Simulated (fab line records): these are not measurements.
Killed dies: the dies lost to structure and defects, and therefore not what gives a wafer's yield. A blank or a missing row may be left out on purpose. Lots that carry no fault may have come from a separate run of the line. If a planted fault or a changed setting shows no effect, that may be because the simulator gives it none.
A struck lot beside a sound one    flow nand-harc    14 steps out of a route of 1159
Sound: these wafers, L113.1, L113.3, L113.4. Struck: wafers L124.2, L124.3, L124.5. The cause comes at the end.
At each step with rows: each side's tool, then ch and its chambers, then its first start. Under that, the readings that differ: sound wafers    struck wafers    difference of the means    sigmas: that difference in standard deviations of wafers without a fault.
alike: same words and numbers on both sides, and readings whose means sit less than 2 such deviations apart. not compared: any withheld reading, any reading some wafer has no value for, any bound like >300 that may hide the same value, and any number with overlapping values for which the record gives no deviation.
The two part at a step that has a row with sigmas, a row that says differs or no value, or rows on one side only. When numbers do not overlap yet have no deviation, they are printed without sigmas and do not part them. A reading missing from all wafers of one side parts the sides only when that side holds two or more wafers.

first, 1 step without rows for these wafers: NHARC_A_CONTACT_STRIP_27 (strips in post etch residue remover, time 600 s).
NHARC_A_CONTACT_ALD_18: deposits TiN, target thk 3 nm, pulse time 1 s, ald cycles 150.
  sound on ald-metal-01 ch 0,1,3, day 18 04:22; struck on ald-metal-04 ch 1,2, day 21 16:59
  alike: heater-power-w, precursor-pulse-height-rel
NHARC_A_CONTACT_CVD_19: deposits W, target thk 300 nm, time 802 s.
  sound on cvd-w-01 ch 0,1; struck on cvd-w-01 ch 0,1
  alike: heater-power-w, throttle-valve-pct
NHARC_A_CONTACT_CMP_20: polishes, t overpolish 30 s, target thk 300 nm.
  sound on cmp-01 ch 0,1,3, day 18 09:50; struck on cmp-01 ch 1,3, day 21 22:32
  alike: motor-current-A, overpolish-run-s, time-to-endpoint-s
next, for these wafers, 1 step has no rows: NHARC_A_CONTACT_SRD_22.
NHARC_A_CONTACT_INSPECT_23:
  sound on defect-inspect-01 at day 18 10:14; struck on defect-inspect-02 at day 21 22:56
  alike: raw-defect-count
then, 5 steps without rows for these wafers: NHARC_A_BLC_DEHYDRATE_00 (time 120 s); NHARC_A_BLC_HMDS_01 (time 30 s); NHARC_A_BLC_COAT_02 (time 75 s); NHARC_A_BLC_COAT_03 (time 65 s); NHARC_A_BLC_COAT_04 (resist thk 90 nm).
NHARC_A_BLC_SOFTBAKE_05: time 55 s.
  sound on litho-track-01 ch 0, day 18 10:00; struck on litho-track-01 ch 0, day 21 23:00
reading                   sound                 struck                difference  sigmas
heater-power-total-W (W)  188.47 188.56 188.55  185.28 185.38 185.33  -3.20       -27
next, for these wafers, 1 step has no rows: NHARC_A_BLC_EBR_06.
-- record jumps: 2 days between struck wafers' starts before vs after; left off in module A_BLC, resumes in module END, first step shown is number 1159 of the route --
NHARC_END_SORT_01:
  sound on prober-01 ch 0, day 20 04:49; struck on prober-02 ch 0, day 23 23:24
  alike: killed-at-array, killed-at-other, killed-at-periphery, killed-dies, killed-open, killed-short

WHERE THEY PART
NHARC_A_BLC_SOFTBAKE_05 only, going by this record. Later steps at which nothing parts them and some readings are alike: NHARC_END_SORT_01.

WHY: what the simulator had put in
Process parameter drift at NHARC_A_BLC_SOFTBAKE_05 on litho-track-01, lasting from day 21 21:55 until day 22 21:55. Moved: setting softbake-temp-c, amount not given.
